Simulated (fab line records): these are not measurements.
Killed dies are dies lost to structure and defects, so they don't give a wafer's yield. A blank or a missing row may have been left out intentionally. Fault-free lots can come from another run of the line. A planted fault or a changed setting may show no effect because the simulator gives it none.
Matching of chambers ; flow nand harc ; cmp-03 running NHARC_P_STI_CMP_21: 4 sister chambers
The step polishes, t overpolish 20 s, target thk 380.67 nm. 18 wafers are shown with their chamber, then 9 later ones without.

## WAFERS, EACH WITH ITS CHAMBER
wafer;chamber;motor current A (A);overpolish run s (s);slurry flow ml min
L077.2;1;11.3;20.010;149.2
L077.5;1;11.0;19.993;150.0
L077.6;2;13.8;19.992;150.1
L078.1;2;12.8;19.995;150.1
L078.4;3;10.9;20.008;151.3
L078.6;2;13.2;19.996;150.2
L078.2;1;10.1;19.994;150.3
L078.3;0;12.6;20.016;150.4
L078.5;3;11.3;19.984;150.6
L079.1;3;11.3;19.985;149.2
L079.3;0;13.3;19.999;150.1
L079.5;3;11.2;20.006;150.0
L081.2;3;11.2;19.994;149.9
L081.4;1;10.7;19.999;150.1
L081.5;1;10.9;20.001;150.6
L081.1;2;13.2;19.996;150.0
L081.3;0;12.7;20.004;150.1
L081.6;2;13.0;19.993;150.0

SIGNATURES (means of the wafers above)
reading;chamber 0;chamber 1;chamber 2;chamber 3;scatter within a chamber
motor current A;12.867;10.800;13.200;11.180;0.354
overpolish run s;20.00633;19.99940;19.99440;19.99540;0.00785
slurry flow ml min;150.200;150.040;150.080;150.200;0.513
Rule: a wafer's distance from a chamber is the root of the sum, over the readings, of the square of ((its reading less the chamber's mean) divided by the reading's scatter). If the next closest chamber is less than 2 further off than the closest, the wafer can't be placed; otherwise it belongs to the closest. The scatter: take each reading less its chamber's mean, square it, sum over the shown wafers, divide by the number of wafers less the number of chambers, and take the root.

## WAFERS WITH NO CHAMBER GIVEN
wafer;motor current A (A);overpolish run s (s);slurry flow ml min
L082.2;12.8;20.005;150.3
L082.4;10.8;20.002;150.5
L082.6;10.1;20.008;150.0
L088.1;10.0;20.007;150.1
L088.2;11.9;19.999;150.3
L088.3;12.5;19.995;150.3
L092.1;13.3;20.001;149.7
L092.4;12.3;20.000;149.9
L092.6;13.3;20.005;150.1

## EACH ONE'S CHAMBER
wafer;from the rows above;in truth
L082.2;can't be placed: 0 or 2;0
L082.4;can't be placed: 1 or 3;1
L082.6;can't be placed: 1 or 3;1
L088.1;can't be placed: 1 or 3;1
L088.2;can't be placed: 3 or 0 or 1 or 2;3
L088.3;can't be placed: 0 or 2 or 3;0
L092.1;can't be placed: 2 or 0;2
L092.4;can't be placed: 0 or 2 or 3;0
L092.6;can't be placed: 0 or 2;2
Correct placement for 0 of the 9. From these rows, 9 cannot be placed; in 9 the true chamber is one of the candidates. Wrongly placed: 0.
